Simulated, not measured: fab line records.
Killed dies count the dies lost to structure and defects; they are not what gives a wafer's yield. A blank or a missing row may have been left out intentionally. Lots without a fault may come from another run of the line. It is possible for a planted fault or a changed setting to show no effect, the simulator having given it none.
Struck lot and sound lot, side by side / flow nand-harc / 14 steps out of a route of 1302
Sound: wafers L201.1, L201.2, L201.4. The struck wafers were L198.1, L198.2, L198.6. The cause is named last.
For every step that has rows: the tool of each side, followed by ch and its chambers, followed by its first start. Under that, the readings that differ: sound wafers / struck wafers / difference of the means / sigmas: that difference in standard deviations of wafers without a fault.
alike: same words and numbers on both sides, and readings whose means sit less than 2 such deviations apart. not compared: any withheld reading, any reading some wafer has no value for, any bound like >300 that may hide the same value, and any number with overlapping values for which the record gives no deviation.
Wherever a step has rows on one side only, a row that says differs or no value, or a row with sigmas, the two part there. Numbers that don't overlap but have no deviation are shown without sigmas and don't part them. A reading that every wafer of one side lacks parts them only if that side has two wafers or more.

first, 1 step without rows for these wafers: NHARC_A_WL_FILL_CVD_03 (deposits W, target thk 40 nm, time 279 s).
NHARC_A_WL_FILL_ETCHBACK_04: etches the open film in NF3, target depth 60 nm, time 120 s.
  sound on rie-metal-03 ch 0,1, day 29 09:31; struck on rie-metal-01 ch 0,1, day 28 01:17
  alike: chamber-pressure-mTorr, drypump-motor-current-A, oes-product-au
  not compared: rf-hours-counter-h
NHARC_A_WL_FILL_ETCHBACK_05: etches the open film in Cl2/BCl3, target depth 22 nm, time 60 s.
  sound on rie-metal-03 ch 0,1, day 29 09:45; struck on rie-metal-01 ch 0,1, day 28 01:32
  alike: chamber-pressure-mTorr, drypump-motor-current-A, oes-product-au, temp-c
  not compared: rf-hours-counter-h
NHARC_A_WL_FILL_STRIP_27: strips in N2/H2, time 20 s.
  sound on plasma-asher-01 ch 0,1, day 29 09:53; struck on plasma-asher-01 ch 0,1, day 28 01:40
  alike: drypump-motor-current-A, heater-power-w, temp-c
  not compared: rf-hours-counter-h
then, 4 steps without rows for these wafers: NHARC_A_WL_FILL_STRIP_28 (strips in post etch residue remover, time 1200 s); NHARC_A_WL_FILL_PRECLEAN_06 (cleans in DIW, time 300 s); NHARC_A_WL_FILL_SRD_07; NHARC_A_WL_FILL_ANNEAL_08 (time 1800 s).
NHARC_A_WL_FILL_ALD_10: deposits SiO2, target thk 50 nm, pulse time 10 s, ald cycles 500.
  sound on ald-hk-04 ch 1,2,3, day 29 15:18; struck on ald-hk-04 ch 1,2,3, day 28 09:28
  alike: heater-power-w, precursor-pulse-height-rel
then, 1 step without rows for these wafers: NHARC_A_WL_FILL_ETCHBACK_16 (etches the open film in C4F8/O2/Ar, target depth 120 nm, time 24 s).
NHARC_A_WL_FILL_STRIP_29: strips in O2, time 20 s.
  sound on rie-diel-13 ch 0,3, day 29 20:08; struck on rie-diel-02 ch 1,3, day 28 13:40
reading=drypump-motor-current-A (A); sound=6.3 6.5 6.5; struck=4.9 5.4 4.9; difference=-1.4; sigmas=-3
  alike: oes-product-au, rf-vpp-V, showerhead-plenum-p-Torr, throttle-valve-pct
  not compared: rf-hours-counter-h
NHARC_A_WL_FILL_ETCHBACK_17: etches the open film in Cl2/BCl3, target depth 4 nm, time 26.7 s.
  sound on rie-metal-01 ch 0,1, day 29 20:14; struck on rie-metal-03 ch 0,1, day 28 13:46
  no value came back on the struck wafers for chamber-pressure-mTorr (mTorr), drypump-motor-current-A (A), oes-product-au (a.u.); on the sound wafers chamber-pressure-mTorr (mTorr) reads 9.997 10.008 9.996
  not compared: rf-hours-counter-h
then, 1 step without rows for these wafers: NHARC_A_WL_FILL_PRECLEAN_18 (cleans in dHF, time 30 s).
-- record jumps: 4 days between struck wafers' starts before vs after; left off in module A_WL_FILL, resumes in module END, first step shown is number 1302 of the route --
NHARC_END_SORT_01:
  at this point the record logs the struck wafers (prober-02 ch 0, day 32 03:20) and has no rows for the sound ones

== WHERE THEY PART ==
Earliest at NHARC_A_WL_FILL_STRIP_29; latest, in this record, at NHARC_END_SORT_01.

WHY: whatever the simulator had introduced
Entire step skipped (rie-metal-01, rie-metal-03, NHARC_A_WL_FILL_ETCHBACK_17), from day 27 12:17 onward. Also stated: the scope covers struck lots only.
